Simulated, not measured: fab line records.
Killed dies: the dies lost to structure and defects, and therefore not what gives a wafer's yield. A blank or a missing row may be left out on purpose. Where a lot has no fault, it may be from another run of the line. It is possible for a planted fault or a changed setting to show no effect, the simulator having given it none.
2 desks, one fault + flow n5-finfet + what lay behind the numbers comes last; until then each desk has only its own

== THE METROLOGY DESK ==
What the gauges read for every lot (on any tool): the sampled wafers with a number, averaged. Marked OUT: a lot whose mean sits more than 4 standard deviations from the usual mean, which makes it out of limits; the brackets give that distance.
Columns: A = cd-nm at N5_PASSIVATION_CD_MEAS_10, usual 2999.2 nm; B = cd-nm at N5_PASSIVATION_CD_MEAS_44, usual 40000 nm; C = PASS_OPEN_OVL at N5_PASSIVATION_OVL_MEAS_66, usual 5 nm
| lot  | first seen here | A      | B     | C  |
|------|-----------------|--------|-------|----|
| L736 | day 13 03:34    | 2999.9 | 39996 | 3  |
| L737 | day 13 13:14    | 3000.4 | 39998 | 4  |
| L739 | day 13 18:02    | 2998.8 | 39997 | 5  |
| L740 | day 14 10:36    | 2998.7 | 39997 | 8  |
| L742 | day 14 20:40    | 2998.7 | 39995 | -1 |
| L743 | day 15 08:00    | 2998.5 | 40002 | 1  |
| L744 | day 15 14:30    | 3000.1 | 40002 | 8  |
| L748 | day 15 20:36    | 2998.7 | 40000 | 13 |
| L747 | day 16 12:42    | 2996.2 | 40000 | 13 |
| L750 | day 17 01:04    | 3000.9 | 39999 | 5  |
| L752 | day 17 02:56    | 2997.1 | 40001 | 13 |
| L757 | day 18 08:53    | 2999.3 | 39998 | 8  |
Result from this desk: across the 12 lots, nothing is out of limits.

== AT THE TOOL OWNER'S DESK: ald-metal-03 ==
The tool's own readings at N5_BEOL_M6_ALD_77 (deposits TaN, target thk 2 nm, pulse time 2 s, purge time 3 s): means of the sampled wafers that have a number, for each lot that ran on this tool. Marked OUT: a lot whose mean sits more than 4 standard deviations from the usual mean, which makes it out of limits; the brackets give that distance.
Columns: A = heater-power-w at N5_BEOL_M6_ALD_77, usual 437 W
| lot  | first seen here | A   |
|------|-----------------|-----|
| L737 | day 10 03:11    | 429 |
| L739 | day 10 09:44    | 481 |
| L747 | day 13 02:14    | 451 |
| L750 | day 13 08:55    | 443 |
| L752 | day 14 00:05    | 474 |
Result from this desk: across the 5 lots, nothing is out of limits.

== PUT TOGETHER ==
Nothing out of limits was seen by the metrology desk.
The desk of the tool owner found nothing out of limits.

== WHAT HAD BEEN PUT IN BY THE SIMULATOR ==
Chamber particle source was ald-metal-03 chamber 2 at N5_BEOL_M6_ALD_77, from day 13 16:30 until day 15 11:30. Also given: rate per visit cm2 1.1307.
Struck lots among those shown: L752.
